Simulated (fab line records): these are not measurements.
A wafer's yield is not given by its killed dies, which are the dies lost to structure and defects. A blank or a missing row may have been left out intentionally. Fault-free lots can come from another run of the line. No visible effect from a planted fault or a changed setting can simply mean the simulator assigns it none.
Split-lot experiment | flow n5 finfet | route with 1938 steps; 7 lots, 39 wafers read

SPLIT DETAILS
At N5_BEOL_M3_ALD_98 (deposits SiO2, target thk 2.5 nm, pulse time 1 s, co reactant pulse time 1 s), the setting ald cycles was moved away from the recipe's 17 on 9 of the 39 wafers read, by -41.2% to +23.5%. For the rest of the wafers, this setting stayed at what the recipe calls for.

The reading is taken at the split's own step.

THE READING
SiO2_of_BEOL_M3_ALD_98.thk nm (the simulator's own value, which no gauge read), in nm, at N5_BEOL_M3_ALD_98 (deposits SiO2, target thk 2.5 nm, pulse time 1 s, co reactant pulse time 1 s). The file does not state a usual value for it. Across the 30 wafers here that went through the recipe, the average is 2.5 nm and the standard deviation 0.088 nm.

wafer  | tool, chamber at the split | ald cycles as run | against the recipe | SiO2_of_BEOL_M3_ALD_98.thk nm, nm | against lot-mates on the recipe
L074.3 | ald sin-04, 1,0,1          | 17                | recipe             | 2.4                               | -
L074.5 | ald sin-04, 1,0,1          | 17                | recipe             | 2.4                               | -
L074.6 | ald sin-04, 1,0,1          | 17                | recipe             | 2.4                               | -
L077.1 | ald sin-02, 2,3,0,1,1,0    | 17                | recipe             | 2.4                               | -
L077.2 | ald sin-02, 2,3,0,1,1,0    | 17                | recipe             | 2.4                               | -
L077.3 | ald sin-02, 2,3,0,1,1,0    | 17                | recipe             | 2.4                               | -
L077.4 | ald sin-02, 2,3,0,1,1,0    | 17                | recipe             | 2.4                               | -
L077.5 | ald sin-02, 2,3,0,1,1,0    | 17                | recipe             | 2.4                               | -
L077.6 | ald sin-02, 2,3,0,1,1,0    | 17                | recipe             | 2.4                               | -
L078.1 | ald sin-02, 3,1,2,3,2      | 17                | recipe             | 2.4                               | -
L078.2 | ald sin-02, 3,1,2,3,2      | 17                | recipe             | 2.4                               | -
L078.3 | ald sin-02, 3,1,2,3,2      | 17                | recipe             | 2.4                               | -
L078.4 | ald sin-02, 3,1,2,3,2      | 17                | recipe             | 2.4                               | -
L078.6 | ald sin-02, 3,1,2,3,2      | 17                | recipe             | 2.4                               | -
L078.5 | ald sin-02, 1              | 17                | recipe             | 2.6                               | -
L081.1 | ald sin-02, 1,2,3,3,1      | 17                | recipe             | 2.4                               | -
L081.2 | ald sin-02, 1,2,3,3,1      | 17                | recipe             | 2.4                               | -
L081.3 | ald sin-02, 1,2,3,3,1      | 17                | recipe             | 2.4                               | -
L081.4 | ald sin-02, 1,2,3,3,1      | 17                | recipe             | 2.4                               | -
L081.6 | ald sin-02, 1,2,3,3,1      | 17                | recipe             | 2.4                               | -
L081.5 | ald sin-02, 2              | 17                | recipe             | 2.6                               | -
L086.1 | ald sin-03, 1,3,2          | 10                | -41.2%             | 1.4                               | -1.1
L086.5 | ald sin-03, 1,3,2          | 10                | -41.2%             | 1.4                               | -1.1
L086.6 | ald sin-03, 1,3,2          | 10                | -41.2%             | 1.4                               | -1.1
L086.2 | ald sin-03, 2,3            | 17                | recipe             | 2.4                               | -
L086.4 | ald sin-03, 2,3            | 17                | recipe             | 2.4                               | -
L086.3 | ald sin-03, 0              | 17                | recipe             | 2.6                               | -
L087.1 | ald sin-04, 1,2,0          | 14                | -17.6%             | 2                                 | -0.6
L087.3 | ald sin-04, 1,2,0          | 14                | -17.6%             | 2                                 | -0.6
L087.4 | ald sin-04, 1,2,0          | 14                | -17.6%             | 2                                 | -0.6
L087.2 | ald sin-04, 3,0,3          | 17                | recipe             | 2.6                               | -
L087.5 | ald sin-04, 3,0,3          | 17                | recipe             | 2.6                               | -
L087.6 | ald sin-04, 3,0,3          | 17                | recipe             | 2.6                               | -
L093.1 | ald sin-02, 0              | 17                | recipe             | 2.6                               | -
L093.6 | ald sin-02, 0              | 17                | recipe             | 2.6                               | -
L093.2 | ald sin-02, 1              | 17                | recipe             | 2.4                               | -
L093.3 | ald sin-02, 3,2,3          | 21                | +23.5%             | 3                                 | +0.5
L093.4 | ald sin-02, 3,2,3          | 21                | +23.5%             | 3                                 | +0.5
L093.5 | ald sin-02, 3,2,3          | 21                | +23.5%             | 3                                 | +0.5
Rows listing several chambers each stand for several wafers; the file does not say which wafer went through which chamber.

THE FIT
A straight line over all 39 wafers: SiO2_of_BEOL_M3_ALD_98.thk nm changes by +0.025 nm for each +1% of ald cycles; r = +0.97; the points scatter about the line by 0.081 nm.
The same after taking each lot's own level away (the mean of its wafers on the recipe; 39 wafers): +0.0252 nm for each +1%; r = +0.98; scatter 0.077 nm.
That fit puts the effect of the largest move of ald cycles on the reading at 1 nm.
The lots' own levels span 2.40 to 2.60 nm, that is 2.3 times the standard deviation above.
So the lot-to-lot level changes the slope little: the two slopes agree.
Check: -1.06 nm against its lot-mates is what the line predicts for one of the wafers moved furthest among these (-41.2%) when that wafer is left out of the fit. It came out at -1.07 nm against them.

FURTHER SPLITS ON THESE WAFERS
Other splits were also applied to these wafers ahead of the reading. Each is held against what the fit with the lots' levels taken away leaves over:
other split on the same wafers | wafers away from the commonest value | r with SiO2_of_BEOL_M3_ALD_98.thk nm (lot level and that fit taken away)
N5_FIN_SAQP_HM_DEP_72 time s   | 15                                   | +0.20
N5_GATE_CUT_ALD_22 ald cycles  | 15                                   | -0.17

FILE'S OWN FIT
SiO2_of_BEOL_M3_ALD_98.thk nm changes by +0.0256 nm for each +1% of ald cycles, r = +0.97.
